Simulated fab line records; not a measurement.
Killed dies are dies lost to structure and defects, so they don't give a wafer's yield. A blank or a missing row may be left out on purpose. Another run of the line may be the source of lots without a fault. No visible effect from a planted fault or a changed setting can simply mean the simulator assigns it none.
fab line records -- flow nandHarc
record: lots: 14, wafers: 42, lastDay: 33
route steps=1302 shown P_M0@269 P_M1@292
lots with no fault: from the same line, run without faults
startH: hours from the record's opening day to when the first of the lot's shown wafers began -- waitH: time in hours since the lot's previous step -- " repeats the value in the row above -- L1.1+2: a single row standing in for several wafers -- - no value, or no start was given -- * or withheld: withheld -- < > ~ a bound
route shown NAME@n: NAME is a module with steps in the file, n the number in the route of the first one -- usual: mean/standard deviation of fault-free wafers -- same: alike in all rows -- chamber/n: place in a boat -- sites: each site's reading -- _std_site: the standard deviation of these -- _edge_site: inner sites' mean taken away from outer sites' mean -- radiusMm: how far each site lies from the wafer's centre -- mask NAME#n: copy n -- behind: the most recent tool/chamber to have shaped the wafer -- hold: what put the lot on hold/how long, in hours/how the hold closed -- device: the n, p or np transistor that did not switch -- end of line: at the end of the route, the tests of the same wafers -- a step without rows: its recipe alone -- killed: count of dies lost to structure and defects at first sort (not the wafer's yield) -- map: dies across one wafer; x = killed, . = not, _ = none there
set.NAME: the run value of the setting; set.NAME@STEP: its run value at that earlier step -- model.NAME: the simulator's own value behind a step, which no gauge read
the route's steps for a sample of lots (tables are steps, rows are wafers)
services: when a tool's chamber went out of use (startH, in hours from the record's first day, below 0 if earlier), for how many hours, and the reason
== steps ==
step: NHARC_P_M0_CD_MEAS_16
usual: cdNm: 90.3/0.82
lot.wafer,tool,chamber,startH,waitH,cdNm
L558.1,cdSem-03,-,127.77,-,91.1
L558.2,cdSem-03,-,127.77,-,90.9
L558.3,cdSem-03,-,127.77,-,91.0
L557.1,cdSem-02,-,128.46,-,90.2
L557.3,cdSem-02,-,128.46,-,90.4
L557.4,cdSem-02,-,128.46,-,88.9
L559.2,cdSem-02,-,139.67,-,90.6
L559.5,cdSem-02,-,139.67,-,89.8
L559.6,cdSem-02,-,139.67,-,91.4
L560.2,cdSem-02,-,155.18,-,91.1
L560.3,cdSem-02,-,155.18,-,90.1
L560.5,cdSem-02,-,155.18,-,91.1
L561.3,cdSem-02,-,165.84,-,90.2
L561.4,cdSem-02,-,165.84,-,89.5
L561.6,cdSem-02,-,165.84,-,88.5
L562.2,cdSem-01,-,170.66,-,89.1
L562.3,cdSem-01,-,170.66,-,90.9
L562.5,cdSem-01,-,170.66,-,91.1
L569.1,cdSem-03,-,240.35,-,89.0
L569.3,cdSem-03,-,240.35,-,90.8
L569.6,cdSem-03,-,240.35,-,92.1
L570.2,cdSem-03,-,254.27,-,90.4
L570.4,cdSem-03,-,254.27,-,89.0
L570.5,cdSem-03,-,254.27,-,90.0
L571.3,cdSem-03,-,266.70,-,92.1
L571.4,cdSem-03,-,266.70,-,89.3
L571.5,cdSem-03,-,266.70,-,91.5
L572.1,cdSem-01,-,269.45,-,89.7
L572.3,cdSem-01,-,269.45,-,90.1
L572.5,cdSem-01,-,269.45,-,89.9
L574.2,cdSem-03,-,296.69,-,90.3
L574.4,cdSem-03,-,296.69,-,90.2
L574.5,cdSem-03,-,296.69,-,89.8
L575.1,cdSem-02,-,303.05,-,90.1
L575.4,cdSem-02,-,303.05,-,89.3
L575.5,cdSem-02,-,303.05,-,90.0
L576.1,cdSem-03,-,314.97,-,89.5
L576.4,cdSem-03,-,314.97,-,89.3
L576.5,cdSem-03,-,314.97,-,89.1
L579.1,cdSem-03,-,348.48,-,90.1
L579.5,cdSem-03,-,348.48,-,89.3
L579.6,cdSem-03,-,348.48,-,91.1
step: NHARC_P_M0_PRE_CLEAN_29
recipe: timeS: 30, tempC: 280, gas: H2/He
usual: heaterPowerW: 413/42
lot.wafer,tool,chamber,startH,waitH,heaterPowerW
L558.3,pvdSputter-03,-,-,-,394
L558.1,pvdSputter-03,-,-,-,381
L558.2,pvdSputter-03,-,-,-,347
L557.4,pvdSputter-03,-,-,-,444
L557.3,pvdSputter-03,-,-,-,382
L557.1,pvdSputter-03,-,-,-,371
L559.2,pvdSputter-01,-,-,-,341
L559.5,pvdSputter-01,-,-,-,400
L559.6,pvdSputter-01,-,-,-,352
L560.2,pvdSputter-01,-,-,-,346
L560.3,pvdSputter-01,-,-,-,395
L560.5,pvdSputter-01,-,-,-,395
L561.4,pvdSputter-03,-,-,-,388
L561.3,pvdSputter-03,-,-,-,365
L561.6,pvdSputter-03,-,-,-,398
L562.3,pvdSputter-02,-,-,-,443
L562.2,pvdSputter-02,-,-,-,415
L562.5,pvdSputter-02,-,-,-,419
L569.3,pvdSputter-03,-,-,-,400
L569.1,pvdSputter-03,-,-,-,370
L569.6,pvdSputter-03,-,-,-,405
L570.4,pvdSputter-02,-,-,-,417
L570.2,pvdSputter-02,-,-,-,434
L570.5,pvdSputter-02,-,-,-,449
L571.3,pvdSputter-02,-,-,-,411
L571.4,pvdSputter-02,-,-,-,493
L571.5,pvdSputter-02,-,-,-,438
L572.1,pvdSputter-01,-,-,-,448
L572.3,pvdSputter-01,-,-,-,406
L572.5,pvdSputter-01,-,-,-,413
L574.4,pvdSputter-02,-,-,-,437
L574.2,pvdSputter-02,-,-,-,493
L574.5,pvdSputter-02,-,-,-,440
L575.4,pvdSputter-03,-,-,-,390
L575.1,pvdSputter-03,-,-,-,459
L575.5,pvdSputter-03,-,-,-,368
L576.4,pvdSputter-02,-,-,-,449
L576.1,pvdSputter-02,-,-,-,435
L576.5,pvdSputter-02,-,-,-,429
L579.1,pvdSputter-01,-,-,-,438
L579.5,pvdSputter-01,-,-,-,460
L579.6,pvdSputter-01,-,-,-,408
step: NHARC_P_M1_EXPOSE_06
recipe: na: 1.35, targetCdNm: 130, doseMj: 81.88, maskId: P_M1
usual: exposureDoseMJCm2: 81.80/0.096
lot.wafer,tool,chamber,startH,waitH,mask,exposureDoseMJCm2
L558.1,arfiScanner-01,0,131.11,-,P_M1#0,81.89
L558.2,arfiScanner-01,0,131.11,-,P_M1#0,81.76
L558.3,arfiScanner-01,0,131.11,-,P_M1#0,81.97
L557.1,arfiScanner-03,0,132.15,-,P_M1#0,81.67
L557.3,arfiScanner-03,0,132.15,-,P_M1#0,81.67
L557.4,arfiScanner-03,0,132.15,-,P_M1#0,81.73
L559.2,arfiScanner-01,0,143.14,-,P_M1#0,81.87
L559.5,arfiScanner-01,0,143.14,-,P_M1#0,81.75
L559.6,arfiScanner-01,0,143.14,-,P_M1#0,81.82
L560.2,arfiScanner-01,0,158.62,-,P_M1#0,81.92
L560.3,arfiScanner-01,0,158.62,-,P_M1#0,81.88
L560.5,arfiScanner-01,0,158.62,-,P_M1#0,81.93
L561.3,arfiScanner-02,0,169.29,-,P_M1#0,81.70
L561.4,arfiScanner-02,0,169.29,-,P_M1#0,81.69
L561.6,arfiScanner-02,0,169.29,-,P_M1#0,81.89
L562.2,arfiScanner-03,0,174.10,-,P_M1#0,81.78
L562.3,arfiScanner-03,0,174.10,-,P_M1#0,81.75
L562.5,arfiScanner-03,0,174.10,-,P_M1#0,81.74
L569.1,arfiScanner-03,0,243.94,-,P_M1#0,48.12
L569.3,arfiScanner-03,0,243.94,-,P_M1#0,48.01
L569.6,arfiScanner-03,0,243.94,-,P_M1#0,48.02
L570.2,arfiScanner-03,0,257.56,-,P_M1#0,54.71
L570.4,arfiScanner-03,0,257.56,-,P_M1#0,54.77
L570.5,arfiScanner-03,0,257.56,-,P_M1#0,54.76
L571.3,arfiScanner-02,0,270.19,-,P_M1#0,81.81
L571.4,arfiScanner-02,0,270.19,-,P_M1#0,81.80
L571.5,arfiScanner-02,0,270.19,-,P_M1#0,81.82
L572.1,arfiScanner-02,0,272.76,-,P_M1#0,81.74
L572.3,arfiScanner-02,0,272.76,-,P_M1#0,81.89
L572.5,arfiScanner-02,0,272.76,-,P_M1#0,81.88
L574.2,arfiScanner-02,0,300.18,-,P_M1#0,81.76
L574.4,arfiScanner-02,0,300.18,-,P_M1#0,81.71
L574.5,arfiScanner-02,0,300.18,-,P_M1#0,81.72
L575.1,arfiScanner-02,0,306.44,-,P_M1#0,81.78
L575.4,arfiScanner-02,0,306.44,-,P_M1#0,81.90
L575.5,arfiScanner-02,0,306.44,-,P_M1#0,81.96
L576.1,arfiScanner-01,0,318.53,-,P_M1#0,81.93
L576.4,arfiScanner-01,0,318.53,-,P_M1#0,81.83
L576.5,arfiScanner-01,0,318.53,-,P_M1#0,81.86
L579.1,arfiScanner-01,0,352.05,-,P_M1#0,81.76
L579.5,arfiScanner-01,0,352.05,-,P_M1#0,81.74
L579.6,arfiScanner-01,0,352.05,-,P_M1#0,81.81
step: NHARC_P_M1_CD_MEAS_09
recipe: targetCdNm: 130, landingEnergyEv: 500
usual: cdNm: 129.9/0.79
same: landingEnergyEv: 500
lot.wafer,tool,chamber,startH,waitH,cdNm
L558.1,cdSem-03,0,131.25,-,130.9
L558.2,cdSem-03,0,131.25,-,130.5
L558.3,cdSem-03,0,131.25,-,130.5
L557.1,cdSem-01,0,132.29,-,129.1
L557.3,cdSem-01,0,132.29,-,128.7
L557.4,cdSem-01,0,132.29,-,129.5
L559.2,cdSem-03,0,143.27,-,129.3
L559.5,cdSem-03,0,143.27,-,129.2
L559.6,cdSem-03,0,143.27,-,129.5
L560.2,cdSem-01,0,158.76,-,131.2
L560.3,cdSem-01,0,158.76,-,129.9
L560.5,cdSem-01,0,158.76,-,130.5
L561.3,cdSem-03,0,169.43,-,130.1
L561.4,cdSem-03,0,169.43,-,129.8
L561.6,cdSem-03,0,169.43,-,130.7
L562.2,cdSem-02,0,174.24,-,129.3
L562.3,cdSem-02,0,174.24,-,130.0
L562.5,cdSem-02,0,174.24,-,129.4
L569.1,cdSem-02,0,244.08,-,97.5
L569.3,cdSem-02,0,244.08,-,97.2
L569.6,cdSem-02,0,244.08,-,97.3
L570.2,cdSem-03,0,257.70,-,105.7
L570.4,cdSem-03,0,257.70,-,105.9
L570.5,cdSem-03,0,257.70,-,106.0
L571.3,cdSem-01,0,270.33,-,130.5
L571.4,cdSem-01,0,270.33,-,130.1
L571.5,cdSem-01,0,270.33,-,129.9
L572.1,cdSem-02,0,272.90,-,129.1
L572.3,cdSem-02,0,272.90,-,130.2
L572.5,cdSem-02,0,272.90,-,129.3
L574.2,cdSem-03,0,300.32,-,127.6
L574.4,cdSem-03,0,300.32,-,128.8
L574.5,cdSem-03,0,300.32,-,128.3
L575.1,cdSem-03,0,306.58,-,128.5
L575.4,cdSem-03,0,306.58,-,129.2
L575.5,cdSem-03,0,306.58,-,129.1
L576.1,cdSem-03,0,318.67,-,130.8
L576.4,cdSem-03,0,318.67,-,131.1
L576.5,cdSem-03,0,318.67,-,130.8
L579.1,cdSem-02,0,352.19,-,129.8
L579.5,cdSem-02,0,352.19,-,129.8
L579.6,cdSem-02,0,352.19,-,128.8
step: NHARC_P_M1_INSPECT_11
usual: rawDefectCount: 4.4/2.7
lot.wafer,tool,chamber,startH,waitH,rawDefectCount
L558.1,defectInspect-01,-,131.37,0.0,4
L558.2,defectInspect-01,-,131.37,0.0,7
L558.3,defectInspect-01,-,131.37,0.0,5
L557.1,defectInspect-01,-,132.42,0.0,1
L557.3,defectInspect-01,-,132.42,0.0,2
L557.4,defectInspect-01,-,132.42,0.0,4
L559.2,defectInspect-02,-,143.40,0.0,6
L559.5,defectInspect-02,-,143.40,0.0,3
L559.6,defectInspect-02,-,143.40,0.0,4
L560.2,defectInspect-02,-,158.88,0.0,2
L560.3,defectInspect-02,-,158.88,0.0,4
L560.5,defectInspect-02,-,158.88,0.0,2
L561.3,defectInspect-02,-,169.55,0.0,2
L561.4,defectInspect-02,-,169.55,0.0,5
L561.6,defectInspect-02,-,169.55,0.0,2
L562.2,defectInspect-02,-,174.36,0.0,5
L562.3,defectInspect-02,-,174.36,0.0,8
L562.5,defectInspect-02,-,174.36,0.0,2
L569.1,defectInspect-01,-,244.21,0.0,3
L569.3,defectInspect-01,-,244.21,0.0,2
L569.6,defectInspect-01,-,244.21,0.0,1
L570.2,defectInspect-01,-,257.82,0.0,4
L570.4,defectInspect-01,-,257.82,0.0,7
L570.5,defectInspect-01,-,257.82,0.0,3
L571.3,defectInspect-02,-,270.45,0.0,0
L571.4,defectInspect-02,-,270.45,0.0,5
L571.5,defectInspect-02,-,270.45,0.0,2
L572.1,defectInspect-01,-,273.02,0.0,6
L572.3,defectInspect-01,-,273.02,0.0,1
L572.5,defectInspect-01,-,273.02,0.0,1
L574.2,defectInspect-02,-,300.44,0.0,6
L574.4,defectInspect-02,-,300.44,0.0,5
L574.5,defectInspect-02,-,300.44,0.0,9
L575.1,defectInspect-01,-,306.70,0.0,5
L575.4,defectInspect-01,-,306.70,0.0,4
L575.5,defectInspect-01,-,306.70,0.0,6
L576.1,defectInspect-02,-,318.80,0.0,7
L576.4,defectInspect-02,-,318.80,0.0,6
L576.5,defectInspect-02,-,318.80,0.0,7
L579.1,defectInspect-01,-,352.32,0.0,6
L579.5,defectInspect-01,-,352.32,0.0,6
L579.6,defectInspect-01,-,352.32,0.0,7
== services ==
tool,chamber,startH,hours,kind
arfiScanner-01,-,134.07,1.2,repair
arfiScanner-02,-,140.01,4.0,pm
arfiScanner-02,-,157.72,1.4,repair
arfiScanner-01,0,158.33,-,calibration
pvdSputter-03,-,170.00,10.0,pm
arfiScanner-01,-,215.39,3.0,repair
arfiScanner-03,-,220.11,4.0,pm
arfiScanner-02,-,225.82,7.5,repair
pvdSputter-01,-,226.00,10.0,pm
arfiScanner-03,0,229.74,-,calibration
arfiScanner-01,-,232.59,2.0,repair
arfiScanner-01,-,252.00,4.0,pm
arfiScanner-02,0,263.83,-,calibration
arfiScanner-02,-,264.73,0.4,repair
pvdSputter-02,-,282.03,10.0,pm
pvdSputter-01,-,287.57,9.6,repair
arfiScanner-03,-,291.86,4.0,repair
arfiScanner-03,-,299.46,1.1,repair
arfiScanner-02,-,312.01,4.0,pm
pvdSputter-03,-,324.37,4.7,repair
arfiScanner-01,0,325.30,-,calibration
arfiScanner-03,-,334.71,5.2,repair
pvdSputter-03,-,343.91,16.3,repair
pvdSputter-02,-,351.94,1.3,repair
== key ==
firstSign: step: NHARC_P_M1_EXPOSE_06, reading: exposureDoseMJCm2, direction: down, sigmas: 99+, usual: 81.80, struck: 51.40
effect: step: NHARC_P_M1_CD_MEAS_09, reading: cdNm, direction: down, sigmas: 36, usual: 129.9, struck: 101.6, through: controlLoop
metAt NHARC_P_M1_EXPOSE_06
struckLots L569,L570
laterRowsLeftOut L569.1,L569.3,L569.6,L570.2,L570.4,L570.5
sortLeftOut L569.1,L569.3,L569.6,L570.2,L570.4,L570.5
loopTrim: step: NHARC_P_M1_EXPOSE_06, setting: dose, lots: L570
notActingAt NHARC_P_M0_CD_MEAS_16,NHARC_P_M0_PRE_CLEAN_29,NHARC_P_M1_INSPECT_11
onsetBetween 174.10 243.94
fault: kind: processParameterDrift, tool: arfiScanner-03, chamber: -, onsetH: 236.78, steps: NHARC_P_M1_EXPOSE_06, channel: doseMj, offset: -33.766, shape: step, actsIn: theseRecipesOnly, stated: 81.88
sortLeftOut: the simulated sort isn't trusted on such a fault, so these wafers' sort isn't shown, and their yield isn't known
laterRowsLeftOut: the simulator's readings of these wafers behind a module that went badly wrong aren't trusted and aren't shown, but for the sort
loopTrim: a control loop set the setting to another value than it would have without faults
